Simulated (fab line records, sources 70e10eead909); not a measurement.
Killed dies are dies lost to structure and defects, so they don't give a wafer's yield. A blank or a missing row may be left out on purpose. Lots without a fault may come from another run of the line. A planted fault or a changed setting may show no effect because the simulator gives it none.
Which tool did it? | flow nand_harc | 13 lots, 39 wafers sampled, at 5 steps of a route of 1302

WHAT THE GAUGES READ, wafer by wafer
NHARC_A_BONDPAD_CD_MEAS_09: target cd 500 nm.
lot  | measured     | on        | cd_nm (nm)
L328 | day 23 14:23 | cd_sem-03 | 501.4 500.9 500.4
L330 | day 23 22:28 | cd_sem-03 | 498.8 498.1 499.5
L333 | day 24 19:49 | cd_sem-03 | 499.5 501.9 499.9
L334 | day 25 11:38 | cd_sem-02 | 500.7 501.9 499.8
L335 | day 25 14:17 | cd_sem-03 | 497.1 496.4 496.8
L336 | day 26 23:31 | cd_sem-02 | 499.9 500.3 499.4
L338 | day 27 00:51 | cd_sem-03 | 498.1 496.1 499.2
L339 | day 27 14:30 | cd_sem-02 | 500.5 500.4 500.8
L340 | day 28 10:45 | cd_sem-02 | 500.3 500.2 500.9
L341 | day 28 19:05 | cd_sem-02 | 500.3 501.5 501.4
L345 | day 30 14:43 | cd_sem-02 | 500.0 498.7 499.3
L347 | day 30 18:14 | cd_sem-03 | 499.9 497.3 498.1
L346 | day 30 19:14 | cd_sem-01 | 501.2 499.9 500.2

NHARC_END_SORT_01.
lot  | measured     | on        | killed_at_array | killed_at_other | killed_at_periphery | killed_dies | killed_open | killed_short
L345 | day 31 21:07 | prober-01 | 120 112 142     | 0 0 0           | 7 2 8               | 127 114 150 | 2 3 7       | 2 0 6
L346 | day 32 04:08 | prober-01 | 143 123 161     | 0 0 0           | 1 0 1               | 144 123 162 | 2 1 2       | 3 0 4

WHICH TOOL RAN EACH LOT (tool, then ch and the chambers of the sampled wafers, then the start)
lot  | NHARC_A_CONTACT_ETCH_127             | NHARC_A_BONDPAD_DESCUM_11          | NHARC_A_BONDPAD_PVD_17
L328 | har_cap_etch-02 ch 0,1, day 22 11:31 | rie_diel-04 ch 0,1, day 23 14:36   | pvd_sputter-03, no start
L330 | har_cap_etch-02 ch 0,1, day 22 18:52 | rie_diel-13 ch 0,2, day 23 22:41   | pvd_sputter-02, no start
L333 | har_cap_etch-02 ch 0,1, day 23 14:03 | rie_diel-10 ch 0,1, day 24 20:01   | pvd_sputter-01, no start
L334 | har_cap_etch-02 ch 0,1, day 24 10:29 | rie_diel-13 ch 0,1,2, day 25 11:53 | pvd_sputter-02, no start
L335 | har_cap_etch-03 ch 0,1, day 24 13:41 | rie_diel-10 ch 0,2,3, day 25 14:29 | pvd_sputter-02, no start
L336 | har_cap_etch-03 ch 1, day 25 21:07   | rie_diel-13 ch 0,1, day 26 23:44   | pvd_sputter-01, no start
L338 | har_cap_etch-02 ch 0,1, day 26 00:24 | rie_diel-04 ch 0,2,3, day 27 01:05 | pvd_sputter-03, no start
L339 | har_cap_etch-03 ch 0,1, day 26 10:06 | rie_diel-10 ch 0,1, day 27 14:43   | pvd_sputter-03, no start
L340 | har_cap_etch-02 ch 0,1, day 27 08:31 | rie_diel-04 ch 0,3, day 28 10:58   | pvd_sputter-03, no start
L341 | har_cap_etch-03 ch 0,1, day 27 16:14 | rie_diel-10 ch 1,2,3, day 28 19:19 | pvd_sputter-03, no start
L345 | har_cap_etch-03 ch 0, day 29 10:46   | rie_diel-13 ch 0,3, day 30 14:55   | pvd_sputter-01, day 31 21:07 or earlier
L347 | har_cap_etch-02 ch 0, day 29 12:41   | rie_diel-10 ch 1,2,3, day 30 18:27 | pvd_sputter-01, no start
L346 | har_cap_etch-03 ch 0,1, day 29 14:03 | rie_diel-10 ch 0,3, day 30 19:27   | pvd_sputter-01, day 32 04:08 or earlier
- NHARC_A_CONTACT_ETCH_127: etches the open film in C4F8/O2/Ar, time 197 s, target depth 1918 nm.
- NHARC_A_BONDPAD_DESCUM_11: chemistry O2, time 3 s.
- NHARC_A_BONDPAD_PVD_17: deposits TaN, target thk 5 nm, time 8.06 s.

WHAT THE TOOLS THEMSELVES READ (means of the sampled wafers that have a number; where no wafer has one, the mark that the record gives instead)
NHARC_A_BONDPAD_DESCUM_11.
lot  | tool        | drypump_motor_current_A (A) | oes_product_au (a.u.) | rf_vpp_V (V) | showerhead_plenum_p_Torr (Torr) | throttle_valve_pct (%)
L328 | rie_diel-04 | 5.4                         | 0.995                 | 57.2         | 1.84                            | 11.306
L330 | rie_diel-13 | 5.9                         | 1.000                 | 57.9         | 1.83                            | 11.315
L333 | rie_diel-10 | 5.8                         | 1.004                 | 58.3         | 2.05                            | 11.306
L334 | rie_diel-13 | 5.6                         | 0.997                 | 56.9         | 1.84                            | 11.315
L335 | rie_diel-10 | 5.9                         | 1.000                 | 57.2         | 1.90                            | 11.310
L336 | rie_diel-13 | 5.9                         | 1.000                 | 58.1         | 1.85                            | 11.314
L338 | rie_diel-04 | 5.6                         | 1.006                 | 57.8         | 1.88                            | 11.305
L339 | rie_diel-10 | 5.8                         | 0.998                 | 58.3         | 2.04                            | 11.310
L340 | rie_diel-04 | 5.6                         | 1.001                 | 58.0         | 1.88                            | 11.318
L341 | rie_diel-10 | 5.9                         | 0.999                 | 57.2         | 1.92                            | 11.311
L345 | rie_diel-13 | 6.1                         | 1.004                 | 57.7         | 1.90                            | 11.315
L347 | rie_diel-10 | 6.0                         | 0.999                 | 57.9         | 1.92                            | 11.305
L346 | rie_diel-10 | 5.9                         | 1.002                 | 57.6         | 1.95                            | 11.311

NHARC_A_BONDPAD_PVD_17.
lot  | tool           | throttle_valve_pct (%)
L328 | pvd_sputter-03 | 29.1
L330 | pvd_sputter-02 | 30.6
L333 | pvd_sputter-01 | 29.9
L334 | pvd_sputter-02 | 30.5
L335 | pvd_sputter-02 | 30.7
L336 | pvd_sputter-01 | 30.8
L338 | pvd_sputter-03 | 29.1
L339 | pvd_sputter-03 | 29.8
L340 | pvd_sputter-03 | 29.9
L341 | pvd_sputter-03 | 29.1
L345 | pvd_sputter-01 | 30.8
L347 | pvd_sputter-01 | 30.4
L346 | pvd_sputter-01 | 30.4

THE ANSWER, worked out from the rows above alone
Rule: what is usual is taken from the lots themselves. Put in order of their means at a reading, lots are off if they are a third of the lots or fewer, leave a main group of 4 or more, and stand apart from it by a gap of 3 or more times the standard deviation of the main group's means; of several such gaps the widest counts. A main group whose means are all the same, to the digits that the tables above print for the reading, isn't used. A lot without any number at a reading at which 4 lots or more have one is off too. The other lots that the step has rows for count as sound. The gauges are gone through in route order, then the tools' own readings, and for those a lot's mean is taken as printed above. The first step at which some lot is off is used, and at that step the reading that is off furthest; a lot without a number counts as furthest.
No lot is off at any reading shown: from this, nothing can be told.

WHAT THE SIMULATOR HAD PUT IN
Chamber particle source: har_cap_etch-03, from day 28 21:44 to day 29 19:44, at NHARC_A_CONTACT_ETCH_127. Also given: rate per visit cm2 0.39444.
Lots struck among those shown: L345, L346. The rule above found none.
